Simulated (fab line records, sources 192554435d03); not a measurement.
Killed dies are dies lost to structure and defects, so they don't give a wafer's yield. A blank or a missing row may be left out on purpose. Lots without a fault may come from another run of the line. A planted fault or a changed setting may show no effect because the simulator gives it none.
Chamber matching | flow n5_finfet | N5_BEOL_M11_CURE_72 on uv_cure-03: 3 sister chambers
The step cures SiCOH lowk, time 120 s. 6 wafers are shown with their chamber, then 10 later ones without.

WAFERS WITH THEIR CHAMBER
wafer  | chamber | wafer_temp_C_max | lamp_power_pct (%)
L081.4 | 1       | 370.2            | 52.30
L081.5 | 1       | 371.4            | 52.34
L084.5 | 2       | 372.5            | 52.43
L084.6 | 2       | 372.7            | 52.38
L086.2 | 0       | 372.8            | 52.36
L086.5 | 0       | 372.6            | 52.17

WAFERS WITHOUT THEIR CHAMBER
wafer  | wafer_temp_C_max | lamp_power_pct (%)
L086.6 | 372.4            | 52.28
L088.1 | 371.7            | 52.32
L088.2 | 373.3            | 52.34
L088.4 | 371.9            | 52.35
L093.2 | 370.9            | 52.22
L093.3 | 371.4            | 52.37
L093.4 | 371.5            | 52.32
L097.3 | 371.6            | 52.26
L097.4 | 371.3            | 52.26
L097.5 | 371.7            | 52.27

WHICH CHAMBER EACH WENT THROUGH
wafer  | from the rows above          | in truth
L086.6 | can't be placed: 0 or 2      | 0
L088.1 | can't be placed: 1 or 2 or 0 | 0
L088.2 | can't be placed: 0 or 2      | 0
L088.4 | can't be placed: 2 or 0 or 1 | 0
L093.2 | 1                            | 1
L093.3 | can't be placed: 1 or 2 or 0 | 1
L093.4 | can't be placed: 1 or 2 or 0 | 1
L097.3 | can't be placed: 1 or 0 or 2 | 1
L097.4 | can't be placed: 1 or 0 or 2 | 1
L097.5 | can't be placed: 1 or 0 or 2 | 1
Placed correctly: 1 of 10. Can't be placed from these rows: 9 (the true chamber is among the candidates in 9). Placed wrongly: 0.
How it was worked out, from the rows above alone: a wafer's distance from a chamber is the root of the sum, over the readings, of the square of ((its reading less the chamber's mean) divided by the reading's scatter). The wafer belongs to the nearest chamber; if the next one is less than 2 further off, it can't be placed. A chamber's mean is the mean of its shown wafers. The scatter: the root of (the sum of the squares of (reading less its chamber's mean) over the shown wafers, divided by (wafers less chambers)).
